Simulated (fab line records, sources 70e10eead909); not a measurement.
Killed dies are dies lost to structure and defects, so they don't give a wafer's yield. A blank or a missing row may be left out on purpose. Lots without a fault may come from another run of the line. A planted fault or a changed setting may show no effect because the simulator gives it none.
Problem report in the 8D (eight disciplines) form, filled by code | flow nand_harc | the parts of the form that need people (team, actions taken, sign-off) are left out

1. THE PROBLEM
temp_c at NHARC_P_GATE_STRIP_67 reads a mean of 124.04 C on 1 wafer of 1 lot; wafers without a fault read 129.99 C with a standard deviation of 0.15. That is -40 standard deviations from the usual mean.
The step: strips in SPM, time 600 s.
First seen on wafer L459.3, day 14 20:35, on wet_bench-07. The record holds 36 wafers of 12 lots with a number at this step. Rule for "out", or "out of limits": more than 4 standard deviations from the usual mean. The other wafers with a number count as sound.

2. WHAT IT IS AND WHAT IT IS NOT
question                    | is                        | is not
which readings at this step | temp_c, bath_guard_temp_C | -
which lots                  | L459                      | L437, L438, L439, L440, L441, L442, L444, L445, L446, L447, L449
which wafers of those lots  | L459.3                    | L459.1, L459.2
read on which tools         | wet_bench-07              | wet_bench-01, wet_bench-05
when                        | from day 14 20:35         | up to then (35 sound wafers)

3. SUSPECTS, AND WHAT RULES EACH OUT
Counting: a tool at a process step up to the reading stays a suspect if it ran every lot that is out. Sound lots after the first of them don't rule it out here, since some wafers of a struck lot are sound.
- rie_diel-06 at NHARC_P_GATE_DESCUM_48 (chemistry O2, time 3 s): kept. It ran the lot that is out, L459 (day 14 14:49); its last sound lot up to then is L444 (day 8 12:40).
- plasma_asher-02 at NHARC_P_GATE_STRIP_112 (strips in N2/H2, time 200 s): kept. It ran the lot that is out, L459 (day 14 16:56); its last sound lot up to then is L447 (day 10 01:14).
- plasma_asher-01 at NHARC_P_GATE_STRIP_113 (strips in N2/H2, time 740 s): kept. It ran the lot that is out, L459 (day 14 18:31); its last sound lot up to then is L449 (day 10 11:01).
- wet_bench-07 at NHARC_P_GATE_STRIP_67 (strips in SPM, time 600 s): kept. It ran the lot that is out, L459 (day 14 20:35); its last sound lot up to then is L449 (day 10 13:06). Its own readings are out on those wafers: bath_guard_temp_C, temp_c.
- Within rie_diel-06 at NHARC_P_GATE_DESCUM_48: the wafers that are out ran in chamber 2; their sound lot-mates ran in chambers 1, 3.
- Within wet_bench-07 at NHARC_P_GATE_STRIP_67: the wafers that are out ran in chamber 4; their sound lot-mates ran in chambers 1, 5.
Left after counting: rie_diel-06 at NHARC_P_GATE_DESCUM_48, plasma_asher-02 at NHARC_P_GATE_STRIP_112, plasma_asher-01 at NHARC_P_GATE_STRIP_113, wet_bench-07 at NHARC_P_GATE_STRIP_67.

4. THE CAUSE (what the simulator had put in)
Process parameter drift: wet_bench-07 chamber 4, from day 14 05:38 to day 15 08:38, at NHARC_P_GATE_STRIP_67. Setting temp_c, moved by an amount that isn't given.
Counting left 4 suspects, and this tool is among them.

5. THE CHAIN OF EFFECTS, in route order
Each row: a reading whose mean over the struck wafers that have a number lies more than 3 standard deviations from the usual. Only readings for which the record gives a usual standard deviation are gone through. hours: the time from each lot's start at the first step in this table that gives one to its start at this step, as a median over the lots. sigmas: the change in usual standard deviations.
hours | step                  | reading           | usual    | on struck wafers | change | sigmas
0     | NHARC_P_GATE_STRIP_67 | bath_guard_temp_C | 129.9 C  | 123.2            | -6.7   | -12
0     | NHARC_P_GATE_STRIP_67 | temp_c            | 129.99 C | 124.04           | -5.95  | -40
The process steps in it:
- NHARC_P_GATE_STRIP_67: strips in SPM, time 600 s.
Later measuring or inspecting steps at which every struck wafer that the step has a row for has a number for every such reading, and none has moved that far: NHARC_END_SORT_01.

6. WHAT WOULD HAVE CAUGHT IT SOONER
In this record the first reading out of limits was taken at day 14 20:35, 15 hours after the fault began at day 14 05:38.
